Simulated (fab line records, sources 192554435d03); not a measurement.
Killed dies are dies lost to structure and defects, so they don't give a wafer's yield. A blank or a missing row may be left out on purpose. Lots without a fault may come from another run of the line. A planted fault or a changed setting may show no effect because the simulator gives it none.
fab line records | flow n5_finfet
record lots=3 wafers=8 last_day=18
route steps=1938 shown BEOL_M4@1099 BEOL_M5@1112 BEOL_M8@1374 PASSIVATION@1936
lots that met no fault: from a run of the same line without faults
start_h: hours from the record's first day to the start of the lot's first wafer shown | wait_h: hours since the lot's step before | " the same as in the row above | L1.1+2: a row that stands for several wafers | - no value, or no start given | * or withheld: withheld | < > ~ a bound
route shown NAME@n: a module of which the file shows steps, and the number in the route of the first | usual: mean/standard deviation of fault-free wafers | same: alike in all rows | chamber/n: place in a boat | sites: the reading at each site | _std_site: their standard deviation | _edge_site: outer sites' mean less inner sites' | radius_mm: how far each site lies from the wafer's centre | mask NAME#n: copy n | behind: the tool/chamber that last shaped the wafer | hold: why the lot was held/for how many hours/how that ended | device: the transistor (n, p or np) that didn't switch | end of line: the same wafers' tests at the end of the route | a step without rows: its recipe alone | killed: dies lost to structure and defects at the first sort, not the wafer's yield | map: a wafer's dies, x killed, . not, _ none there
set.NAME: the setting as run; set.NAME@STEP: as run at that earlier step | model.NAME: the simulator's own value behind a step, which no gauge read
lots at some steps of the route; a table a step, a row a wafer
services: from which hour (start_h, from the record's first day; less than 0 if before it) a tool's chamber was out of use, for how many hours, and why
## steps
# step N5_BEOL_M4_ANNEAL_95
# recipe temp_c=400 time_s=240 ambient=vacuum
# step N5_BEOL_M4_SPUTTER_96
# recipe material=Cu target_thk_a=45 temp_c=-20 chamber_pressure_pa=0.07 power_w=withheld time_s=8.29
# step N5_BEOL_M4_ECD_50
# recipe material=Cu target_thk_a=3000
# step N5_BEOL_M4_ANNEAL_51
# recipe temp_c=225 time_s=90 ambient=N2
# step N5_BEOL_M4_CMP_52
# recipe stop_on=SiOC t_overpolish_s=6.8 down_force_psi=1 platen_rpm=50 clearing_platen_down_force_psi=1.5 clearing_platen_rpm=50 post_cmp_clean=cu_alkaline target_thk_nm=40 clearing_platen_pad_velocity_m_s=0.99484 pad_velocity_m_s=0.99484
# step N5_BEOL_M4_PRE_CLEAN_60
# recipe gas=NH3/H2 time_s=15 temp_c=* rf_power_w=300
# step N5_BEOL_M4_CO_CAP_55
# recipe material=Co target_thk_a=20 temp_c=200 precursor=CCTBA/H2 pressure_torr=30 time_s=102.1
# step N5_BEOL_M4_PRE_CLEAN_56
# recipe gas=NH3 time_s=15 temp_c=withheld rf_power_w=300
# step N5_BEOL_M4_DEP_57
# recipe material=SiCN target_thk_a=80 temp_c=withheld precursor=3MS/NH3 pressure_torr=3 rf_w=202 time_s=14
# step N5_BEOL_M4_RC_MEAS_101
# usual DIBL_N=35.0/2.4 DIBL_P=35.4/2.8 IOFF_N=0.14/0.045 IOFF_P=0.20/0.048 ION_N=667/19 ION_P=460/11 SS_N=71.2/0.71 SS_P=73.1/0.86 VT_N=252/4.6 VT_P=-251/3.4
# columns lot.wafer tool chamber start_h wait_h DIBL_N[mV/V] DIBL_P[mV/V] IOFF_N[nA/um] IOFF_P[nA/um] ION_N[uA/um] ION_P[uA/um] SS_N[mV/dec] SS_P[mV/dec] VT_N[mV] VT_P[mV]
L543.3 prober-01 0 176.29 0.3 31.1 30.4 0.10 0.16 666 468 69.7 72.3 254 -251
L543.4 " 0 " " 36.8 37.2 0.19 0.26 697 485 71.6 74.0 248 -245
L543.6 " 0 " " 37.6 37.5 0.20 0.26 686 474 71.5 73.4 244 -245
L552.2 prober-01 0 230.07 0.2 35.0 33.1 0.12 0.18 645 443 71.0 72.9 252 -253
L552.6 " 0 " " 36.7 35.4 0.16 0.21 671 458 71.8 74.1 250 -252
L564.1 prober-01 0 311.26 0.0 38.3 40.4 0.22 0.30 695 475 71.2 74.0 247 -246
L564.3 " 0 " " 33.8 34.3 0.12 0.17 655 451 70.8 72.2 256 -253
L564.5 " 0 " " 36.6 38.4 0.18 0.25 695 475 71.8 74.2 247 -248
# step N5_BEOL_M5_ILD_DEP_00
# recipe material=SiCOH_lowk target_thk_a=1406.4 temp_c=300 precursor=DEMS/porogen pressure_torr=5 rf_w=500 time_s=25.9
# step N5_BEOL_M5_CURE_79
# recipe temp_c=385 time_s=240 ambient=He/Ar material=SiCOH_lowk
# step N5_BEOL_M5_PECVD_70
# recipe material=SiO2 target_thk_a=160 temp_c=400 precursor=TEOS/O2 pressure_torr=5.5 rf_w=450 teos_flow_sccm=53.8 gas=O2 flow_sccm=3000 time_s=18
# step N5_BEOL_M5_HM_DEP_02
# recipe material=TiN target_thk_a=200 temp_c=25 chamber_pressure_pa=0.49996
# step N5_BEOL_M5_COAT_59
# recipe resist=SOC temp_c=250 time_s=60 spin_rpm=1500 resist_thk_nm=60
# step N5_BEOL_M5_COAT_60
# recipe resist=SiARC temp_c=220 time_s=60 spin_rpm=1500 resist_thk_nm=12
# step N5_BEOL_M5_COAT_71
# recipe resist=underlayer temp_c=205 time_s=60 spin_rpm=1500 resist_thk_nm=5
# step N5_BEOL_M5_COAT_05
# recipe resist=CAR-EUV spin_rpm=1500 resist_thk_nm=30
# step N5_BEOL_M5_EBR_07
# recipe solvent=PGMEA ebr_width_mm=1.5
# step N5_BEOL_M5_SOFTBAKE_06
# recipe temp_c=110 time_s=60 resist=CAR-EUV
# step N5_BEOL_M5_EXPOSE_08
# recipe mask_id=M5 na=0.33 source_shape=annular sigma_inner=0.4 sigma_outer=0.8 polarization=unpolarized target_cd_nm=28 dose_mj=35.75
# step N5_BEOL_M5_PEB_09
# recipe peb_temp_c=100 peb_time_s=60 resist=CAR-EUV
# step N5_BEOL_M5_DEVELOP_10
# recipe develop_time_s=30 developer=TMAH resist=CAR-EUV rinse_liquid=surfactant_rinse dry=air_spin dev_temp_c=23
# step N5_BEOL_M5_DESCUM_16
# recipe chemistry=O2 time_s=7 source_power_w=50 bias_power_w=20 pressure_mtorr=20 rf_frequency_hz=2.712e+07 temp_c=40 resist=CAR-EUV o2_flow_sccm=225
# step N5_BEOL_M5_ETCH_72
# recipe chemistry=N2/H2 target=underlayer target_depth_a=65 mask_material=CAR-EUV time_s=5.2 ion_energy_ev=200 pressure_mtorr=30 source_w=840 bias_w=150 n2_flow_sccm=200 h2_flow_sccm=200 ends=cleared
# step N5_BEOL_M5_ETCH_61
# recipe chemistry=CF4 target=SiARC target_depth_a=156 mask_material=CAR-EUV time_s=26 ion_energy_ev=80 pressure_mtorr=40 source_w=545 bias_w=36 Ar_flow_sccm=100 cf4_flow_sccm=100 ends=cleared
# step N5_BEOL_M5_ETCH_62
# recipe chemistry=N2/H2 target=SOC target_depth_a=750 overetch_a=150 mask_material=SiARC temp_c=40 time_s=112.5 ion_energy_ev=200 pressure_mtorr=30 source_w=840 bias_w=150 n2_flow_sccm=200 h2_flow_sccm=200
# step N5_BEOL_M5_STRIP_63
# recipe chemistry=N2/H2 temp_c=40 n2_flow_sccm=200 h2_flow_sccm=200 rf_frequency_hz=6e+07
# step N5_BEOL_M5_STRIP_73
# recipe chemistry=N2/H2 temp_c=40 n2_flow_sccm=200 h2_flow_sccm=200 rf_frequency_hz=6e+07
# step N5_BEOL_M5_STRIP_64
# recipe chemistry=CF4 resist=SiARC power_w=300 bias_power_w=75 pressure_mtorr=50 cf4_flow_sccm=150 rf_frequency_hz=6e+07
# step N5_BEOL_M5_HM_OPEN_17
# recipe chemistry=Cl2/BCl3 target_depth_a=200 overetch_a=60 target=TiN mask_material=SOC ion_energy_ev=150 pressure_mtorr=10 icp_w=1000 bias_w=126 Cl2_flow_sccm=53.25 bcl3_flow_sccm=21.75 Ar_flow_sccm=25
# step N5_BEOL_M5_STRIP_19
# recipe chemistry=O2 power_w=400 temp_c=40 pressure_mtorr=30 rf_frequency_hz=6e+07 bias_power_w=0 overash_fraction=0.2 o2_flow_sccm=225
# step N5_BEOL_M5_COAT_65
# recipe resist=SOC temp_c=250 time_s=60 spin_rpm=1500 resist_thk_nm=60
# step N5_BEOL_M5_COAT_66
# recipe resist=SiARC temp_c=220 time_s=60 spin_rpm=1500 resist_thk_nm=12
# step N5_BEOL_M8_VIA_ETCH_34
# recipe chemistry=C4F6/O2 target=SiCOH_lowk target_depth_a=1255 mask_material=SOC taper_deg=4 time_s=50.5 ion_energy_ev=250 pressure_mtorr=30 source_w=345 bias_w=185 Ar_flow_sccm=300 C4F6_flow_sccm=10 O2_flow_sccm=10
# usual drypump_motor_current_A=5.6/0.43 oes_product_au=0.80/0.093 rf_vpp_V=669/15 showerhead_plenum_p_Torr=2.84/0.13 throttle_valve_pct=20.92/0.28
# columns lot.wafer tool chamber start_h wait_h drypump_motor_current_A oes_product_au rf_hours_counter_h rf_vpp_V showerhead_plenum_p_Torr throttle_valve_pct model.etch.depth_nm model.SOC_of_BEOL_M8_COAT_63.thk_nm
L543.3 rie_diel-03 2 211.88 0.0 5.2 0.79 135 676 2.76 20.96 128.4 54.2
L543.4 " 3 " " 5.4 0.71 219 662 2.79 20.83 125.4 54.2
L543.6 " 1 " " 6.0 0.76 - 664 2.76 21.35 126.8 54
L552.2 rie_diel-03 2 262.52 0.0 5.2 0.57 153 676 2.75 20.93 74.57 56.4
L552.6 " 1 " " 6.0 0.54 - 665 2.76 21.31 73.48 56.4
L564.1 rie_diel-03 1 349.56 0.0 6.1 0.72 195 663 2.74 21.43 126.2 53.8
L564.3 " 2 " " 5.2 0.74 190 674 2.73 21.04 126.5 54
L564.5 " 2 " " 5.2 0.74 - 675 2.73 21.03 127.1 54
# step N5_PASSIVATION_PROBE_49
# usual defect_limited_yield=91.7/1.4 killed_at_M0_to_M3=32/9.7 killed_at_M4_up=14/5.5 killed_at_contacts=13/6.1 killed_at_front_end=35/10 killed_at_other=4.2/2.9 killed_dies=98/17 killed_on_rim=13/4.2 killed_open=63/12 killed_short=32/7.7 sort_bin_5_function=4.8/0.9 sort_bin_6_memory=3.1/0.63 sort_n_pass=1073/41 sort_yield_pct=91/3.5
# same gross_dies=1180 killed_at_back_side=0 sort_bin_4_leakage[%]=0 sort_bin_8_speed[%]=0
# columns lot.wafer tool chamber start_h wait_h defect_limited_yield[%] killed_at_M0_to_M3 killed_at_M4_up killed_at_contacts killed_at_front_end killed_at_other killed_dies killed_on_rim killed_open killed_short sort_bin_5_function[%] sort_bin_6_memory[%] sort_n_pass sort_yield_pct[%]
L543.3 prober-02 - 276.39 0.1 92.7 20 17 7 33 9 86 13 55 31 4.2 3.0 1094 93
L543.4 prober-02 - 276.44 0.2 92.0 26 13 8 43 4 94 9 61 29 4.3 3.3 1086 92
L543.6 prober-02 - 276.54 0.3 90.3 39 15 18 36 7 115 14 72 41 6.1 3.5 1065 90
L552.2 prober-02 - 331.91 0.1 0 22 1117 18 16 7 1180 152 49 27 96.7 3.1 0 0
L552.6 prober-02 - 332.11 0.3 0 32 1101 17 24 6 1180 152 61 24 97.2 2.6 0 0
L564.1 prober-02 - 427.44 0.0 93.1 20 10 5 42 5 82 14 52 25 4.2 2.5 1098 93
L564.3 prober-02 - 427.54 0.1 90.8 29 23 2 47 8 109 12 58 39 4.2 3.7 1071 91
L564.5 prober-02 - 427.64 0.2 90.8 26 15 9 56 3 109 13 68 35 4.9 3.8 1071 91
# killed by level:class
L543.3 BEOL_M4:geometric_particle:open=10 DUMMY_GATE:geometric_particle:open=6 BEOL_M3:geometric_particle:open=6 STI_FIN_REVEAL:geometric_particle:open=5 MOL_CONTACT_COAG:geometric_particle:open=5 MIM_TOP_ETCH:geometric_particle:short=5 DUMMY_GATE:geometric_particle:short=4 BEOL_M0_SAQP:geometric_particle:short=4
L543.4 STI_FIN_REVEAL:geometric_particle:open=14 BEOL_M4:geometric_particle:open=8 GATE_CUT:geometric_particle:short=7 MOL_CONTACT_COAG:geometric_particle:open=7 BEOL_M0_SAQP:geometric_particle:short=5 BEOL_M0_SAQP:geometric_particle:open=5 FIN_SAQP:geometric_particle:open=4 BEOL_M3:geometric_particle:open=4
L543.6 MOL_CONTACT_COAG:geometric_particle:open=15 FIN_SAQP:geometric_particle:short=14 BEOL_M0_SAQP:geometric_particle:open=9 BEOL_M1:geometric_particle:open=9 FIN_SAQP:geometric_particle:open=6 STI_FIN_REVEAL:geometric_particle:open=6 BEOL_M0_SAQP:geometric_particle:short=6 BEOL_M3:geometric_particle:open=6
L552.2 BEOL_M8:area_etch=1103 MOL_CONTACT_COAG:geometric_particle:open=12 MOL_CONTACT_COAG:geometric_particle:short=6 BEOL_M2:geometric_particle:open=6 BEOL_M3:geometric_particle:open=5 BEOL_M6:geometric_particle:open=5 MIM_TOP_ETCH:geometric_particle:short=5 FIN_SAQP:geometric_particle:open=3
L552.6 BEOL_M8:area_etch=1093 MOL_CONTACT_COAG:geometric_particle:open=14 BEOL_M2:geometric_particle:open=13 BEOL_M3:geometric_particle:open=8 STI_FIN_REVEAL:geometric_particle:open=5 FIN_SAQP:geometric_particle:open=4 BEOL_M0_SAQP:geometric_particle:short=4 STARTING-WAFER:geometric_particle:short=4
L564.1 FIN_SAQP:geometric_particle:open=15 FIN_SAQP:geometric_particle:short=12 BEOL_M3:geometric_particle:open=6 MOL_CONTACT_COAG:geometric_particle:open=4 BEOL_M0_SAQP:geometric_particle:open=4 BEOL_M1:geometric_particle:open=4 DUMMY_GATE:geometric_particle:open=3 GATE_CUT:geometric_particle:short=3
L564.3 STI_FIN_REVEAL:geometric_particle:open=10 FIN_SAQP:geometric_particle:open=9 FIN_SAQP:geometric_particle:short=8 HKMG_FIN:area_etch=8 BEOL_M0_SAQP:geometric_particle:short=7 DUMMY_GATE:geometric_particle:open=6 BEOL_M5:geometric_particle:open=6 BEOL_M0_SAQP:geometric_particle:open=5
L564.5 FIN_SAQP:geometric_particle:short=17 FIN_SAQP:geometric_particle:open=16 BEOL_M3:geometric_particle:open=10 BEOL_M4:geometric_particle:open=9 MOL_CONTACT_COAG:geometric_particle:open=6 DUMMY_GATE:geometric_particle:open=5 BEOL_M0_SAQP:geometric_particle:short=5 BEOL_M0_SAQP:geometric_particle:open=5
# map L552.2 (x killed, . not)
_________________xxxxxxxxxxxx________________
______________xxxxxxxxxxxxxxxxxx_____________
___________xxxxxxxxxxxxxxxxxxxxxxxx__________
__________xxxxxxxxxxxxxxxxxxxxxxxxxx_________
________xxxxxxxxxxxxxxxxxxxxxxxxxxxxxx_______
_______xxxxxxxxxxxxxxxxxxxxxxxxxxxxxxxx______
______xxxxxxxxxxxxxxxxxxxxxxxxxxxxxxxxxx_____
_____xxxxxxxxxxxxxxxxxxxxxxxxxxxxxxxxxxxx____
____xxxxxxxxxxxxxxxxxxxxxxxxxxxxxxxxxxxxxx___
___xxxxxxxxxxxxxxxxxxxxxxxxxxxxxxxxxxxxxxxx__
___xxxxxxxxxxxxxxxxxxxxxxxxxxxxxxxxxxxxxxxx__
__xxxxxxxxxxxxxxxxxxxxxxxxxxxxxxxxxxxxxxxxxx_
__xxxxxxxxxxxxxxxxxxxxxxxxxxxxxxxxxxxxxxxxxx_
_xxxxxxxxxxxxxxxxxxxxxxxxxxxxxxxxxxxxxxxxxxxx
_xxxxxxxxxxxxxxxxxxxxxxxxxxxxxxxxxxxxxxxxxxxx
_xxxxxxxxxxxxxxxxxxxxxxxxxxxxxxxxxxxxxxxxxxxx
_xxxxxxxxxxxxxxxxxxxxxxxxxxxxxxxxxxxxxxxxxxxx
_xxxxxxxxxxxxxxxxxxxxxxxxxxxxxxxxxxxxxxxxxxxx
_xxxxxxxxxxxxxxxxxxxxxxxxxxxxxxxxxxxxxxxxxxxx
_xxxxxxxxxxxxxxxxxxxxxxxxxxxxxxxxxxxxxxxxxxxx
_xxxxxxxxxxxxxxxxxxxxxxxxxxxxxxxxxxxxxxxxxxxx
__xxxxxxxxxxxxxxxxxxxxxxxxxxxxxxxxxxxxxxxxxx_
__xxxxxxxxxxxxxxxxxxxxxxxxxxxxxxxxxxxxxxxxxx_
___xxxxxxxxxxxxxxxxxxxxxxxxxxxxxxxxxxxxxxxx__
___xxxxxxxxxxxxxxxxxxxxxxxxxxxxxxxxxxxxxxxx__
____xxxxxxxxxxxxxxxxxxxxxxxxxxxxxxxxxxxxxx___
_____xxxxxxxxxxxxxxxxxxxxxxxxxxxxxxxxxxxx____
______xxxxxxxxxxxxxxxxxxxxxxxxxxxxxxxxxx_____
_______xxxxxxxxxxxxxxxxxxxxxxxxxxxxxxxx______
________xxxxxxxxxxxxxxxxxxxxxxxxxxxxxx_______
__________xxxxxxxxxxxxxxxxxxxxxxxxxx_________
___________xxxxxxxxxxxxxxxxxxxxxxxx__________
______________xxxxxxxxxxxxxxxxxx_____________
_________________xxxxxxxxxxxx________________
# map L543.6 (x killed, . not)
_________________............________________
______________...x..x..........._____________
___________..................x....x__________
__________x....x.........x.........._________
________......x........xx........x.x.._______
_______....x......x....x.x.............______
______........x........................._____
_____x.............................x.x...____
____..................x.xx................___
___..............................x.........__
___...x...xx............................x.x__
__.x.x............xx.......xx..............._
__........................xx......x...x....._
_...x.......x...................x............
_..x............x.........x.......x.......x..
_........................x.x.........x.......
_...................x.x.....xx..x..xxx.......
_.........................x.xx.......x.......
_...x.........x........x..................xx.
_.......................x.....x..............
_................x......xx..x............x...
__.x..................................x..x.._
__.........x...x....x...............x......._
___....x...x..........x......x............x__
___.........x.....xx.......x..........x....__
____......xx........................x.....___
_____........x..........x.......x..x.....____
______...x.......x......................_____
_______..............x.......x.........______
________x.....x....x............x....._______
__________..........x.........x....._________
___________...xx.......x...........__________
______________x................._____________
_________________.x...x..x...________________
## services
# columns tool chamber start_h hours kind
rie_diel-03 1 247.14 7.8 repair
rie_diel-03 3 297.06 - clean
rie_diel-03 3 297.06 - consumable_replace:focus_ring
rie_diel-03 3 297.06 31.2 scheduled_down
rie_diel-03 3 297.06 31.2 vent_cycle
## key
first_sign step=N5_BEOL_M8_VIA_ETCH_34 reading=oes_product_au direction=down sigmas=2.6 usual=0.80 struck=0.56
effect step=N5_PASSIVATION_PROBE_49 reading=killed_at_M4_up direction=up sigmas=99+ usual=14 struck=1109
model_effect step=N5_BEOL_M8_VIA_ETCH_34 value=etch.depth_nm without=126.9 struck=74.03
more_kills_born_at N5_BEOL_M8_VIA_ETCH_34@rie_diel-03=2196
met_at N5_BEOL_M8_VIA_ETCH_34
struck_wafers L552.2,L552.6
later_rows_left_out L552.2,L552.6
onset_between 211.88 262.52
fault kind=process_parameter_drift tool=rie_diel-03 chamber=- onset_h=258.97 steps=N5_BEOL_M8_VIA_ETCH_34 channel=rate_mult offset=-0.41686 shape=step end_h=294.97 scope=struck_wafers_only
# later_rows_left_out: the simulator's readings of these wafers behind a module that went badly wrong aren't trusted and aren't shown, but for the sort
